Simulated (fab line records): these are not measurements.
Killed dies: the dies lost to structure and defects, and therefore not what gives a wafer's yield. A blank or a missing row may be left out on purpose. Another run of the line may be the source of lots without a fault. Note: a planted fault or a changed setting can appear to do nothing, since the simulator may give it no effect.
fab line records | flow n5-finfet
record lots=4 wafers=12 last-day=16
route steps=1938 shown MOL_CONTACT_COAG@623 BEOL_M0_SAQP@632 BEOL_M0@715 BEOL_M4@1111
lots that met no fault: from a run of the same line without faults
start-h: hours from the record's first day to the start of the lot's first wafer shown | wait-h: hours from the lot's prior step to this one | " unchanged from the row above | L1.1+2: a single row standing in for several wafers | - no value present, or no start provided | * or withheld: withheld | < > ~ a bound
route shown NAME@n: names a module that has steps shown in the file, with the first one's number in the route | usual: the fault-free wafers' mean and standard deviation | same: alike in all rows | chamber/n: place in a boat | sites: each site's reading | _std_site: their standard deviation | _edge_site: the outer-site mean with the inner-site mean subtracted | radius-mm: for every site, how far away it sits from the centre of the wafer | mask NAME#n: copy n | behind: the tool/chamber that last shaped the wafer | hold: why the lot went on hold/how many hours it stayed there/how the hold came to an end | device: names the non-switching transistor (n, p or np) | end of line: tests run on the same wafers once the route is complete | a step with no rows: only its recipe | killed: the dies lost at the first sort to structure and to defects; this is not the yield of the wafer | map: per-die view of a wafer (x killed, . not killed, _ where there is no die)
set.NAME: the setting the step ran with; set.NAME@STEP: the setting that earlier step ran with | model.NAME: the simulator's own value behind a step, which no gauge read
a table for each step, a row for each wafer; lots at some steps of the route
services: from which hour (start-h, from the record's first day; less than 0 if before it) a tool's chamber was out of use, for how many hours, and why
## steps
# step N5_MOL_CONTACT_COAG_PRE_CLEAN_121
# recipe gas=H2/He time-s=* temp-c=withheld
# step N5_MOL_CONTACT_COAG_CVD_140
# recipe material=W target-thk-a=665 mode=selective-fill temp-c=300 time-s=215
# step N5_MOL_CONTACT_COAG_PRECLEAN_127
# recipe chemistry=DIW time-s=57.5 temp-c=23
# step N5_MOL_CONTACT_COAG_SRD_128
# recipe dry-time-s=32 dry=n2-spin spin-rpm=1500
# step N5_MOL_CONTACT_COAG_CMP_52
# recipe stop-on=SiO2 t-overpolish-s=1.5 post-cmp-clean=w-dilute-nh4oh down-force-psi=4 platen-rpm=50.289 pad-velocity-m-s=1.0006 target-thk-nm=66.5
# step N5_MOL_CONTACT_COAG_ANNEAL_112
# recipe temp-c=400 time-s=1800 ambient=HPD2 pressure-atm=10
# step N5_BEOL_M0_SAQP_PECVD_00
# recipe material=SiCN target-thk-a=80 temp-c=withheld precursor=3MS/NH3 pressure-torr=3 rf-w=202 time-s=14
# step N5_BEOL_M0_SAQP_ILD_DEP_01
# recipe material=SiOC target-thk-a=454.19 temp-c=350 precursor=DEMS/O2 pressure-torr=5 rf-w=500 time-s=8.7
# step N5_BEOL_M0_SAQP_HM_DEP_02
# recipe material=TiN target-thk-a=120 temp-c=25 chamber-pressure-pa=0.49996
# step N5_BEOL_M0_SAQP_PECVD_03
# recipe material=SiCN target-thk-a=120 temp-c=withheld precursor=3MS/NH3 pressure-torr=3 rf-w=202 time-s=21.1
# usual showerhead-plenum-p-Torr=3.671/0.011 throttle-valve-pct=8.8/0.55
# columns lot.wafer tool chamber start-h wait-h showerhead-plenum-p-Torr throttle-valve-pct model.SiCN_of_BEOL_M0_SAQP_PECVD_03.thk-nm
L482.3 pecvd-03 0 110.49 0.1 3.675 8.6 11.8
L482.4 " 2 " " 3.662 8.0 12
L482.6 " 1 " " 3.686 8.8 12.2
L492.2 pecvd-03 1 167.85 0.1 3.689 9.0 8
L492.4 " 2 " " 3.663 7.8 8
L492.5 " 0 " " 3.667 8.5 8
L496.1 pecvd-03 1 191.80 0.1 3.683 9.0 7.6
L496.3 " 2 " " 3.667 8.0 7.8
L496.5 " 2 " " 3.671 8.1 8
L501.2 pecvd-04 1 221.05 0.1 3.668 8.6 11.6
L501.5 " 0 " " 3.668 10.0 12
L501.6 " 2 " " 3.666 8.5 12.2
# step N5_BEOL_M0_SAQP_PECVD_96
# recipe material=a-Si target-thk-a=450 temp-c=350 precursor=SiH4/He pressure-torr=3 rf-w=100 time-s=45.2
# step N5_BEOL_M0_SAQP_PECVD_97
# recipe material=SiNx target-thk-a=230 temp-c=350 precursor=SiH4/NH3/N2 pressure-torr=1.5 rf-w=300 time-s=19.9
# step N5_BEOL_M0_SAQP_PECVD_04
# recipe material=a-Si target-thk-a=600 temp-c=350 precursor=SiH4/He pressure-torr=3 rf-w=100 time-s=60.2
# step N5_BEOL_M0_SAQP_HM_DEP_111
# recipe material=SiO2 target-thk-a=120 temp-c=400 precursor=SiH4/N2O pressure-torr=0.75 rf-w=275 time-s=7.2
# step N5_BEOL_M0_SAQP_COAT_81
# recipe resist=SOC temp-c=250 time-s=60 spin-rpm=1500 resist-thk-nm=100
# step N5_BEOL_M0_SAQP_COAT_82
# recipe resist=SiARC temp-c=220 time-s=60 spin-rpm=1500 resist-thk-nm=30
# step N5_BEOL_M0_SAQP_COAT_08
# recipe resist=CAR-ArF spin-rpm=1500 resist-thk-nm=90
# step N5_BEOL_M0_SAQP_EBR_10
# recipe solvent=PGMEA ebr-width-mm=1.5
# step N5_BEOL_M0_SAQP_SOFTBAKE_09
# recipe temp-c=110 time-s=60 resist=CAR-ArF
# step N5_BEOL_M0_SAQP_EXPOSE_11
# recipe mask-id=M0_CORE na=1.35 source-shape=dipole sigma-inner=0.538 sigma-outer=0.738 polarization=te target-cd-nm=42 dose-mj=55
# step N5_BEOL_M0_SAQP_PEB_12
# recipe peb-temp-c=withheld peb-time-s=60 resist=CAR-ArF
# step N5_BEOL_M0_SAQP_DEVELOP_13
# recipe develop-time-s=30 developer=TMAH resist=CAR-ArF dev-temp-c=23 rinse-liquid=diw dry=air-spin
# step N5_BEOL_M0_SAQP_DESCUM_19
# recipe chemistry=O2 time-s=7.9 source-power-w=50 bias-power-w=20 pressure-mtorr=20 rf-frequency-hz=2.712e+07 temp-c=40 resist=CAR-ArF o2-flow-sccm=225
# step N5_BEOL_M0_SAQP_ETCH_83
# recipe chemistry=CF4 target=SiARC target-depth-a=390 mask-material=CAR-ArF time-s=65 ion-energy-ev=80 pressure-mtorr=40 source-w=545 bias-w=36 Ar_flow_sccm=100 cf4-flow-sccm=100 ends=cleared
# step N5_BEOL_M0_SAQP_ETCH_84
# recipe chemistry=N2/H2 target=SOC target-depth-a=1000 overetch-a=200 mask-material=SiARC temp-c=40 time-s=150 ion-energy-ev=200 pressure-mtorr=30 source-w=840 bias-w=150 n2-flow-sccm=200 h2-flow-sccm=200
# step N5_BEOL_M0_SAQP_STRIP_80
# recipe chemistry=N2/H2 temp-c=40 n2-flow-sccm=200 h2-flow-sccm=200 rf-frequency-hz=6e+07
# step N5_BEOL_M0_SAQP_HM_OPEN_112
# recipe chemistry=CHF3/O2 target=SiO2 stop-on=a-Si target-depth-a=120 over-etch-frac=1.25 mask-material=SOC time-s=13.5 pressure-mtorr=30 source-w=650 bias-w=170 Ar_flow_sccm=200 CHF3_flow_sccm=50 O2_flow_sccm=5 ion-energy-ev=200 ends=end-point
# step N5_BEOL_M0_SAQP_STRIP_113
# recipe chemistry=CHF3/O2 resist=SiARC rf-frequency-hz=6e+07
# step N5_BEOL_M0_SAQP_MANDREL_ETCH_20
# recipe target-depth-a=600 chemistry=HBr/Cl2 target=a-Si stop-on=SiNx bt-time-s=10 mask-material=SOC over-etch-frac=0.5 time-s=30 pressure-mtorr=10 icp-w=800 bias-w=75 HBr_flow_sccm=150 Cl2_flow_sccm=80 ends=end-point
# step N5_BEOL_M0_SAQP_STRIP_86
# recipe chemistry=N2/H2 power-w=500 temp-c=40 pressure-mtorr=50 rf-frequency-hz=6e+07 overash-fraction=0.3 bias-power-w=28 h2-frac=0.5 n2-flow-sccm=300 h2-flow-sccm=300
# step N5_BEOL_M0_SAQP_STRIP_115
# recipe chemistry=post-etch-residue-remover time-s=60 temp-c=25 remover-ph=withheld remover-water-wt-pct=withheld remover-fluoride-wt-pct=withheld
# step N5_BEOL_M0_SAQP_SRD_93
# recipe dry=ipa-marangoni time-s=30 temp-c=23 rinse-liquid=diw
# step N5_BEOL_M0_SAQP_RECESS_114
# recipe chemistry=HF/NH3 target=SiO2 target-depth-a=144 afs-cycles=3 temp-c=30 sublimation-temp-c=180 sublimation-time-s=60
# step N5_BEOL_M0_SAQP_SPACER1_ALD_98
# recipe material=SiO2 target-thk-a=128 temp-c=300 ald-precursor-family=BDEAS ald-co-reactant=O2-plasma pulse-time-s=1 purge-time-s=2 co-reactant-purge-time-s=2 ald-cycles=138 pressure-torr=2
# step N5_BEOL_M0_SAQP_SPACER1_ETCHBACK_99
# recipe chemistry=CHF3/O2 mode=anisotropic-etchback target=SiO2 target-depth-a=154 time-s=7.7 pressure-mtorr=30 source-w=650 bias-w=170 Ar_flow_sccm=200 CHF3_flow_sccm=50 O2_flow_sccm=5 ion-energy-ev=200
# step N5_BEOL_M0_SAQP_RECESS_109
# recipe chemistry=HF/NH3 target=SiO2 target-depth-a=30 afs-cycles=1 temp-c=30 sublimation-temp-c=180 sublimation-time-s=60
# usual drypump-motor-current-A=6.1/0.34
# columns lot.wafer tool chamber start-h wait-h drypump-motor-current-A model.SiCN_of_BEOL_M0_SAQP_PECVD_03.thk-nm
L482.3 vapor-etch-01 1 113.92 0.1 6.4 8.2
L482.4 " 0 " " 5.6 8.6
L482.6 " 0 " " 5.5 8.6
L492.2 vapor-etch-02 1 172.52 0.0 5.9 4.4
L492.4 " 0 " " 6.4 4.4
L492.5 " 0 " " 6.4 4.4
L496.1 vapor-etch-02 0 195.09 0.0 6.4 4.2
L496.3 " 1 " " 5.9 4.4
L496.5 " 0 " " 6.4 4.6
L501.2 vapor-etch-01 1 225.09 0.4 6.4 8.2
L501.5 " 0 " " 5.6 8.6
L501.6 " 1 " " 6.4 8.8
# step N5_BEOL_M0_ETCH_138
# recipe chemistry=CH3F/O2 target-depth-a=120 target=SiCN time-s=31.6 ion-energy-ev=120 pressure-mtorr=30 source-w=395 bias-w=75 Ar_flow_sccm=150 CH3F_flow_sccm=30 O2_flow_sccm=20 ends=cleared
# usual drypump-motor-current-A=5.7/0.45 etch-rf-on-time-s=29.3/0.76 oes-product-au=0.65/0.065 rf-vpp-V=296.7/1.1 showerhead-plenum-p-Torr=1.97/0.032 throttle-valve-pct=16.38/0.25
# columns lot.wafer tool chamber start-h wait-h drypump-motor-current-A etch-rf-on-time-s oes-product-au rf-hours-counter-h rf-vpp-V showerhead-plenum-p-Torr throttle-valve-pct model.etch.depth-nm
L482.3 rie-diel-02 2 117.09 0.0 5.9 28.7 0.64 150 297.3 2.01 16.70 8.25
L482.4 " 3 " " 6.1 29.2 0.67 97 297.2 2.02 16.20 8.626
L482.6 " 3 " " 6.1 29.2 0.68 - 297.6 2.02 16.21 8.673
L492.2 rie-diel-02 2 175.70 0.0 5.9 32.2 0.63 171 297.8 2.00 16.76 9.231
L492.4 " 3 " " 6.1 31.4 0.66 116 298.8 2.01 16.23 9.231
L492.5 " 3 " " 6.1 31.3 0.67 - 297.9 2.01 16.24 9.231
L496.1 rie-diel-05 3 198.42 0.0 5.7 32.1 0.59 223 295.7 1.98 16.78 9.231
L496.3 " 0 " " 5.1 32.4 0.57 241 296.7 1.97 16.34 9.231
L496.5 " 3 " " 5.7 31.8 0.60 - 296.7 1.98 16.77 9.231
L501.2 rie-diel-02 1 228.19 0.0 6.1 28.0 0.61 178 298.1 1.99 16.18 8.197
L501.5 " 2 " " 5.9 30.4 0.60 - 298.8 1.99 16.79 8.576
L501.6 " 3 " " 6.0 30.0 0.64 - 296.7 2.01 16.28 8.704
# step N5_BEOL_M0_ETCH_128
# recipe chemistry=CF4/N2 target-depth-a=120 overetch-a=51 target=SiCN time-s=21.4 ion-energy-ev=150 pressure-mtorr=40 source-w=430 bias-w=70 Ar_flow_sccm=100 cf4-flow-sccm=60 n2-flow-sccm=60
# usual drypump-motor-current-A=5.7/0.43 oes-product-au=0.51/0.047 rf-vpp-V=381.4/1.2 showerhead-plenum-p-Torr=2.17/0.032 throttle-valve-pct=15.52/0.23
# columns lot.wafer tool chamber start-h wait-h drypump-motor-current-A oes-product-au rf-hours-counter-h rf-vpp-V showerhead-plenum-p-Torr throttle-valve-pct model.etch.depth-nm
L482.3 rie-diel-05 3 118.51 0.0 5.7 0.50 192 382.1 2.19 15.83 8.25
L482.4 " 1 " " 6.0 0.49 232 381.6 2.17 15.49 8.626
L482.6 " 0 " " 5.1 0.48 - 382.4 2.18 15.43 8.673
L492.2 rie-diel-05 2 176.38 0.2 5.1 0.39 173 379.8 2.11 15.54 4.44
L492.4 " 3 " " 5.7 0.38 - 380.9 2.18 15.88 4.473
L492.5 " 0 " " 5.1 0.37 - 382.2 2.18 15.44 4.477
L496.1 rie-diel-02 0 200.21 0.0 5.7 0.41 119 379.4 2.13 15.43 4.219
L496.3 " 2 " " 5.9 0.39 179 381.3 2.20 15.86 4.379
L496.5 " 3 " " 6.0 0.42 - 383.1 2.22 15.38 4.599
L501.2 rie-diel-01 3 233.20 0.1 4.8 0.49 216 381.6 2.18 15.70 8.197
L501.5 " 0 " " 6.5 0.58 - 381.8 2.15 15.05 8.576
L501.6 " 3 " " 4.8 0.50 - 380.9 2.19 15.68 8.704
# step N5_BEOL_M4_RC_MEAS_101
# usual DIBL_N=36.5/1.4 DIBL_P=36.5/1.6 IOFF_N=0.163/0.022 IOFF_P=0.219/0.029 ION_N=675/8.3 ION_P=464/6.2 SS_N=71.5/0.52 SS_P=73.4/0.57 VT_N=249.7/2.6 VT_P=-250/3
# columns lot.wafer tool chamber start-h wait-h DIBL_N[mV/V] DIBL_P[mV/V] IOFF_N[nA/um] IOFF_P[nA/um] ION_N[uA/um] ION_P[uA/um] SS_N[mV/dec] SS_P[mV/dec] VT_N[mV] VT_P[mV]
L482.3 prober-02 0 165.29 0.7 36.7 35.8 0.147 0.195 672 460 71.0 72.1 252.0 -250
L482.4 " 0 " " 37.4 37.4 0.170 0.224 679 465 71.5 73.7 248.7 -248
L482.6 " 0 " " 36.9 36.6 0.160 0.207 668 462 71.7 73.0 249.6 -252
L492.2 prober-02 0 237.93 0.2 36.8 37.2 0.157 0.218 668 462 71.3 73.0 250.6 -249
L492.4 " 0 " " 37.5 37.8 0.161 0.217 678 458 72.0 73.4 250.7 -250
L492.5 " 0 " " 36.2 37.3 0.150 0.210 670 462 71.8 73.3 249.1 -252
L496.1 prober-02 0 258.55 0.0 35.7 37.0 0.156 0.231 670 464 71.7 73.9 252.4 -247
L496.3 " 0 " " 37.2 38.7 0.187 0.253 673 463 72.3 73.9 248.2 -248
L496.5 " 0 " " 36.4 37.9 0.164 0.237 672 466 71.9 74.1 249.8 -247
L501.2 prober-02 0 285.92 0.2 37.7 37.0 0.170 0.215 675 453 71.4 73.0 249.1 -250
L501.5 " 0 " " 37.2 36.8 0.177 0.218 685 464 71.9 73.8 246.9 -251
L501.6 " 0 " " 37.3 36.4 0.182 0.223 681 464 71.8 72.6 246.4 -249
## services
# columns tool chamber start-h hours kind
rie-diel-01 1 88.68 15.3 repair
pecvd-03 1 122.13 5.5 scheduled-down
rie-diel-01 1 126.77 8.7 repair
rie-diel-01 2 136.93 - clean
rie-diel-01 2 136.93 - consumable-replace:focus-ring
rie-diel-01 2 136.93 22.3 scheduled-down
rie-diel-01 2 136.93 22.3 vent-cycle
rie-diel-05 0 141.50 9.7 repair
rie-diel-05 1 163.92 15.8 repair
vapor-etch-01 - 174.27 4.0 pm
rie-diel-05 1 184.07 - clean
rie-diel-05 1 184.07 - consumable-replace:focus-ring
rie-diel-05 1 184.07 21.9 scheduled-down
rie-diel-05 1 184.07 21.9 vent-cycle
pecvd-03 1 194.71 2.1 scheduled-down
rie-diel-01 0 205.00 10.7 repair
rie-diel-05 3 217.36 2.8 repair
rie-diel-05 0 221.67 - clean
rie-diel-05 0 221.67 - consumable-replace:focus-ring
rie-diel-05 0 221.67 19.9 scheduled-down
rie-diel-05 0 221.67 19.9 vent-cycle
rie-diel-01 1 226.12 7.0 repair
pecvd-03 0 229.88 2.1 scheduled-down
rie-diel-01 1 233.20 - clean
## key
first-sign step=N5_BEOL_M0_ETCH_138 reading=etch-rf-on-time-s direction=up sigmas=3.4 usual=* struck=*
effect step=N5_BEOL_M0_ETCH_128 reading=oes-product-au direction=down sigmas=2.5 usual=0.51 struck=0.39
model-effect step=N5_BEOL_M0_SAQP_PECVD_03 value=SiCN_of_BEOL_M0_SAQP_PECVD_03.thk-nm without=12.13 struck=7.9
model-effect step=N5_BEOL_M0_SAQP_RECESS_109 value=SiCN_of_BEOL_M0_SAQP_PECVD_03.thk-nm without=8.667 struck=4.4
model-effect step=N5_BEOL_M0_ETCH_138 value=etch.depth-nm without=8.635 struck=9.231
model-effect step=N5_BEOL_M0_ETCH_128 value=etch.depth-nm without=8.635 struck=4.431
met-at N5_BEOL_M0_SAQP_PECVD_03
struck-wafers L492.2,L492.4,L492.5,L496.1,L496.3,L496.5
onset-between 110.49 167.85
also-fits N5_BEOL_M0_SAQP_RECESS_109:vapor-etch-02
fault kind=process-parameter-drift tool=pecvd-03 chamber=- onset-h=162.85 steps=N5_BEOL_M0_SAQP_PECVD_03 channel=time-s offset=* shape=step end-h=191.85 acts-in=* stated=*
